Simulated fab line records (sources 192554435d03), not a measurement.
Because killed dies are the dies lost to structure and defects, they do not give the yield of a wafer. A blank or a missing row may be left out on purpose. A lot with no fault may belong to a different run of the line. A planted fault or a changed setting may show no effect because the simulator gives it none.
Lot-split experiment	flow n5-finfet	route with 1938 steps; 7 lots, 21 wafers read

## SPLIT DETAILS
At N5_BEOL_M2_ETCH_69 (etches SiARC in CF4, target depth 15.6 nm, time 26 s), the setting bias-w was moved away from the recipe's 36 W on 5 of the 21 wafers read, by -4.8% to +13.5%. For the rest of the wafers, this setting stayed at what the recipe calls for.

The reading is taken at the split's own step.

## THE READING
rf-vpp-V, in V, at N5_BEOL_M2_ETCH_69 (etches SiARC in CF4, target depth 15.6 nm, time 26 s). A value of 184.1 V with a standard deviation of 1.2 V is what fault-free wafers of this fab line usually give.

wafer	tool, chamber at the split	bias-w as run, W	against the recipe	rf-vpp-V, V	against lot-mates on the recipe
L076.1	rie-diel-06, 2	34.27	-4.8%	176.1	-8.3
L076.5	rie-diel-06, 2	34.27	-4.8%	178.0	-6.4
L076.6	rie-diel-06, 1	36	recipe	184.4	-
L077.2	rie-diel-03, 0	36	recipe	183.4	-
L077.4	rie-diel-03, 2	36	recipe	183.4	-
L077.6	rie-diel-03, 0	36	recipe	182.6	-
L079.2	rie-diel-03, 1	36	recipe	184.1	-
L079.3	rie-diel-03, 0	39.42	+9.5%	194.0	+9.9
L079.4	rie-diel-03, 2	39.42	+9.5%	194.5	+10.4
L085.2	rie-diel-06, 2	36	recipe	187.1	-
L085.3	rie-diel-06, 3	36	recipe	181.8	-
L085.4	rie-diel-06, 1	36	recipe	184.2	-
L086.2	rie-diel-02, 2	36	recipe	184.4	-
L086.4	rie-diel-02, 3	36	recipe	184.4	-
L086.6	rie-diel-02, 3	36	recipe	184.1	-
L088.2	rie-diel-03, 2	36	recipe	182.4	-
L088.5	rie-diel-03, 3	40.85	+13.5%	201.2	+18.9
L088.6	rie-diel-03, 0	36	recipe	182.2	-
L096.1	rie-diel-02, 1	36	recipe	183.1	-
L096.2	rie-diel-02, 3	36	recipe	184.3	-
L096.4	rie-diel-02, 3	36	recipe	183.6	-

FIT RESULTS
A straight line over all 21 wafers: rf-vpp-V changes by +1.23 V for each +1% of bias-w; r = +0.98; the points scatter about the line by 1.2 V.
The same after taking each lot's own level away (the mean of its wafers on the recipe; 21 wafers): +1.28 V for each +1%; r = +0.98; scatter 1.3 V.
On that fit, the largest move of bias-w shifts the reading by 17 V.
The span of the lots' own levels, 182.30 to 184.40 V, comes to 1.7 times the standard deviation stated above.
The two slopes agree, so the slope changes little with the lot-to-lot level.
Check: for one of the wafers moved furthest among these (+13.5%), held out of the fit, the line's prediction against its lot-mates is +15.5 V. Against them it came out at +18.9 V.
Tool readings at the split's step, against how far the setting was moved: rf-vpp-V r = +0.98.

## OTHER SPLITS APPLIED TO THESE WAFERS
Note: prior to the reading, these wafers also went through further splits. Each is held against what the fit with the lots' levels taken away leaves over:
other split on the same wafers	wafers away from the commonest value	r with rf-vpp-V (lot level and that fit taken away)
N5_BEOL_M0_SAQP_COAT_08 spin-rpm	7	+0.31
N5_BEOL_M0_CUTY_EXPOSE_54 dose-mj	7	-0.17
N5_BEOL_M0_ETCH_138 source-w	3	+0.19
N5_BEOL_M1_ETCH_64 source-w	6	-0.11
N5_BEOL_M1_ALD_98 ald-cycles	5	+0.21
N5_BEOL_M1_TRENCH_ETCH_37 time-s	9	+0.28
N5_BEOL_M2_DESCUM_33 time-s	8	-0.03

## THE FILE'S OWN FIT
rf-vpp-V changes by +1.31 V for each +1% of bias-w, r = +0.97.
